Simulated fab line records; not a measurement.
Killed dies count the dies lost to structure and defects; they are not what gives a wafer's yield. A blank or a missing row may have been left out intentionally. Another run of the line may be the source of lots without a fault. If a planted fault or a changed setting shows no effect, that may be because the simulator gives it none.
Which tool is to blame? || flow nand_harc || 7 lots, 21 wafers sampled, at 5 steps of a route of 1302

== WHAT EACH GAUGE READ, for each wafer ==
NHARC_END_SORT_01.
{"lot": "L193", "measured": "day 30 02:52", "on": "prober-02", "killed_at_array": "119 114 125"}

== WHAT TOOL EACH LOT RAN ON (gives the tool, then ch and the chambers of the sampled wafers, and finally the start) ==
{"lot": "L181", "NHARC_A_CHANNEL_FILL_D1_CVD_05": "lpcvd_poly-03 ch 0, day 10 20:53", "NHARC_A_BONDPAD_PVD_17": "pvd_sputter-01, day 25 08:53 or earlier", "NHARC_THIN_TSV_CMP_21": "cmp-03 ch 0,1, day 25 08:53", "NHARC_THIN_TSV_PRE_CLEAN_54": "pvd_sputter-03, day 25 09:25"}
{"lot": "L184", "NHARC_A_CHANNEL_FILL_D1_CVD_05": "lpcvd_poly-03 ch 0, day 12 06:41", "NHARC_A_BONDPAD_PVD_17": "pvd_sputter-02, day 26 02:16 or earlier", "NHARC_THIN_TSV_CMP_21": "cmp-03 ch 0,3, day 26 02:16", "NHARC_THIN_TSV_PRE_CLEAN_54": "pvd_sputter-03, day 26 02:49"}
{"lot": "L188", "NHARC_A_CHANNEL_FILL_D1_CVD_05": "lpcvd_poly-03 ch 0, day 13 23:13", "NHARC_A_BONDPAD_PVD_17": "pvd_sputter-01, day 27 19:26 or earlier", "NHARC_THIN_TSV_CMP_21": "cmp-04 ch 0,1,3, day 27 19:26", "NHARC_THIN_TSV_PRE_CLEAN_54": "pvd_sputter-01, day 27 19:59"}
{"lot": "L191", "NHARC_A_CHANNEL_FILL_D1_CVD_05": "lpcvd_poly-01 ch 0, day 14 23:20", "NHARC_A_BONDPAD_PVD_17": "pvd_sputter-03, day 28 14:32 or earlier", "NHARC_THIN_TSV_CMP_21": "cmp-02 ch 2,3, day 28 14:32", "NHARC_THIN_TSV_PRE_CLEAN_54": "pvd_sputter-01, day 28 15:04"}
{"lot": "L193", "NHARC_A_CHANNEL_FILL_D1_CVD_05": "lpcvd_poly-02 ch 0, day 15 22:45", "NHARC_A_BONDPAD_PVD_17": "pvd_sputter-02, day 29 16:07 or earlier", "NHARC_THIN_TSV_CMP_21": "cmp-03 ch 0,1,2, day 29 16:07", "NHARC_THIN_TSV_PRE_CLEAN_54": "pvd_sputter-03, day 29 16:39"}
{"lot": "L199", "NHARC_A_CHANNEL_FILL_D1_CVD_05": "lpcvd_poly-03 ch 0, day 18 07:05", "NHARC_A_BONDPAD_PVD_17": "pvd_sputter-02, day 32 07:41 or earlier", "NHARC_THIN_TSV_CMP_21": "cmp-04 ch 0,1, day 32 07:41", "NHARC_THIN_TSV_PRE_CLEAN_54": "pvd_sputter-02, day 32 08:14"}
{"lot": "L201", "NHARC_A_CHANNEL_FILL_D1_CVD_05": "lpcvd_poly-01 ch 0, day 19 09:31", "NHARC_A_BONDPAD_PVD_17": "pvd_sputter-01, day 33 03:30 or earlier", "NHARC_THIN_TSV_CMP_21": "cmp-03 ch 1,2,3, day 33 03:30", "NHARC_THIN_TSV_PRE_CLEAN_54": "pvd_sputter-01, day 33 04:02"}
- NHARC_A_CHANNEL_FILL_D1_CVD_05: deposits poly-Si, target thk 5 nm.
- NHARC_A_BONDPAD_PVD_17: deposits TaN, target thk 5 nm, time 8.06 s.
- NHARC_THIN_TSV_CMP_21: polishes, t overpolish 30 s, target thk 2000 nm.
- NHARC_THIN_TSV_PRE_CLEAN_54: time 30 s.

== THE ANSWER, worked out from the rows above alone ==
Rule: the usual values come from the lots themselves. Put in order of their means at a reading, lots are off if they are a third of the lots or fewer, leave a main group of 4 or more, and stand apart from it by a gap of 3 or more times the standard deviation of the main group's means; of several such gaps the widest counts. If all means in a main group match to the digits the tables above print for the reading, that group is not used. A lot without any number at a reading at which 4 lots or more have one is off too. Where the step has rows for the other lots, those lots are counted as sound.
Across all readings shown, no lot is off: no conclusion can be drawn from this.

== WHAT HAD BEEN PUT IN BY THE SIMULATOR ==
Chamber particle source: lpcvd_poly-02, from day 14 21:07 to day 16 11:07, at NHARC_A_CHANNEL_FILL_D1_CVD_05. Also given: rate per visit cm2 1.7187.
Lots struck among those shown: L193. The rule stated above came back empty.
